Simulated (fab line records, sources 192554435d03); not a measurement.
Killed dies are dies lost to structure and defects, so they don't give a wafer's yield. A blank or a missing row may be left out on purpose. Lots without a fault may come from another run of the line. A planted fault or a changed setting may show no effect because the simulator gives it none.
A struck lot beside a sound one | flow n5_finfet | 18 steps out of a route of 1938
Sound: wafers L345.1, L345.5, L345.6. Struck: wafers L344.3, L344.4. (L344.5 of the same lot was not struck and is left out.) The cause comes at the end.
At each step with rows: each side's tool, then ch and its chambers, then its first start. Under that, the readings that differ: sound wafers | struck wafers | difference of the means | sigmas: that difference in standard deviations of wafers without a fault.
alike: readings whose means differ by less than 2 such deviations, and words and numbers that are the same on both sides. not compared: withheld readings, readings that some wafer has no value for, bounds like >300 that may hide the same value, and numbers for which the record gives no deviation and whose values overlap.
The two part at a step that has a row with sigmas, a row that says differs or no value, or rows on one side only. Numbers that don't overlap but have no deviation are shown without sigmas and don't part them. A reading that every wafer of one side lacks parts them only if that side has two wafers or more.

first, 1 step without rows for these wafers: N5_SD_EPI_N_DEVELOP_08 (develop time 30 s).
N5_SD_EPI_N_CD_MEAS_09: target cd 120 nm.
  sound on cd_sem-01 ch 0, day 6 01:47; struck on cd_sem-02 ch 0, day 5 21:24
  alike: cd_nm
N5_SD_EPI_N_OVL_MEAS_10:
  sound on overlay-02 ch 0, day 6 01:49; struck on overlay-02 ch 0, day 5 21:26
  alike: SD_N_BLK_OVL
N5_SD_EPI_N_INSPECT_11: inspects for defects (macro).
  sound on defect_inspect-02, day 6 01:51; struck on defect_inspect-01, day 5 21:28
  reading          | sound | struck | difference | sigmas
  raw_defect_count | 2 1 0 | 3 5    | +3         | +2
then, 1 step without rows for these wafers: N5_SD_EPI_N_DESCUM_14 (chemistry O2, time 7.9 s).
N5_SD_EPI_N_ETCH_34: etches SiARC in CF4, target depth 45.5 nm, time 75.8 s.
  sound on rie_diel-03 ch 0,3, day 6 01:55; struck on rie_diel-01 ch 1,2, day 5 21:59
  alike: drypump_motor_current_A, etch_rf_on_time_s, oes_product_au, rf_vpp_V, showerhead_plenum_p_Torr, throttle_valve_pct
  not compared: rf_hours_counter_h
then, 2 steps without rows for these wafers: N5_SD_EPI_N_ETCH_35 (etches SOC in N2/H2, overetch 108 nm, time 486 s); N5_SD_EPI_N_STRIP_36 (strips in N2/H2).
N5_SD_EPI_N_ETCHBACK_44: etches SiNx in CH3F/O2, stops on SiO2, target depth 14.5 nm.
  sound on rie_diel-03 ch 0,3, day 6 02:18; struck on rie_diel-01 ch 1,2, day 5 22:22
  alike: drypump_motor_current_A, oes_product_au, rf_vpp_V, showerhead_plenum_p_Torr, throttle_valve_pct
  not compared: rf_hours_counter_h
N5_SD_EPI_N_ETCH_45: etches SiOCN in CH3F/O2, target depth 6 nm.
  sound on rie_diel-03 ch 0,3, day 6 02:24; struck on rie_diel-01 ch 1,2, day 5 22:28
  alike: drypump_motor_current_A, oes_product_au, rf_vpp_V, showerhead_plenum_p_Torr, throttle_valve_pct
  not compared: rf_hours_counter_h
N5_SD_EPI_N_ETCH_16: etches SiO2 in CHF3/O2, target depth 5 nm.
  sound on rie_diel-03 ch 0,3, day 6 02:30; struck on rie_diel-01 ch 1,2, day 5 22:34
  alike: drypump_motor_current_A, oes_product_au, rf_vpp_V, showerhead_plenum_p_Torr, throttle_valve_pct
  not compared: rf_hours_counter_h
then, 1 step without rows for these wafers: N5_SD_EPI_N_STRIP_47 (strips in CHF3/O2).
N5_SD_EPI_N_SD_RECESS_17: chemistry HBr/Cl2/O2, target depth 41 nm, time 23.7 s, bt time 3 s.
  sound on rie_si-06 ch 1,2,3, day 6 02:34; struck on rie_si-05 ch 0,3, day 5 22:38
  reading                                 | sound             | struck      | difference | sigmas
  oes_product_au (a.u.)                   | 0.993 1.003 1.001 | 0.955 0.968 | -0.037     | -4
  model.SD_EPI_N.feature_depth_nm (nm)    | 40.8 42 41.6      | 32.4 32     | -9.3       |
  model.Si_of_WELL_APT_EPI_41.thk_nm (nm) | 9.6 7.8 8.2       | 17.4 17.6   | +9.0       |
  model.etch.depth_nm (nm)                | 40.87 42.02 41.58 | 32.4 32.02  | -9.3       |
  alike: drypump_motor_current_A, throttle_valve_pct
  not compared: rf_hours_counter_h
N5_SD_EPI_N_STRIP_38: strips in N2/H2.
  sound on plasma_asher-01 ch 0,1, day 6 02:40; struck on plasma_asher-02 ch 0,1, day 5 22:45
  alike: drypump_motor_current_A, heater_power_w, oes_product_au
  not compared: rf_hours_counter_h
then, 1 step without rows for these wafers: N5_SD_EPI_N_WET_ETCH_43 (etches SiO2 in dHF, time 14 s, target depth 1.5 nm).
N5_SD_EPI_N_STRIP_18: strips in SPM, time 750 s.
  sound on wet_bench-05 ch 2,3,4, day 6 02:46; struck on wet_bench-06 ch 1,2, day 5 22:50
  reading                                 | sound       | struck  | difference | sigmas
  model.Si_of_WELL_APT_EPI_41.thk_nm (nm) | 9.4 7.4 7.8 | 17 17.2 | +9         |
then, 2 steps without rows for these wafers: N5_SD_EPI_N_SRD_20 (time 30 s); N5_PASSIVATION_PROBE_49.

WHERE THEY PART
First at N5_SD_EPI_N_INSPECT_11; last, within this record, at N5_SD_EPI_N_SD_RECESS_17. Later steps at which nothing parts them and some readings are alike: N5_SD_EPI_N_STRIP_38.

WHY: what the simulator had put in
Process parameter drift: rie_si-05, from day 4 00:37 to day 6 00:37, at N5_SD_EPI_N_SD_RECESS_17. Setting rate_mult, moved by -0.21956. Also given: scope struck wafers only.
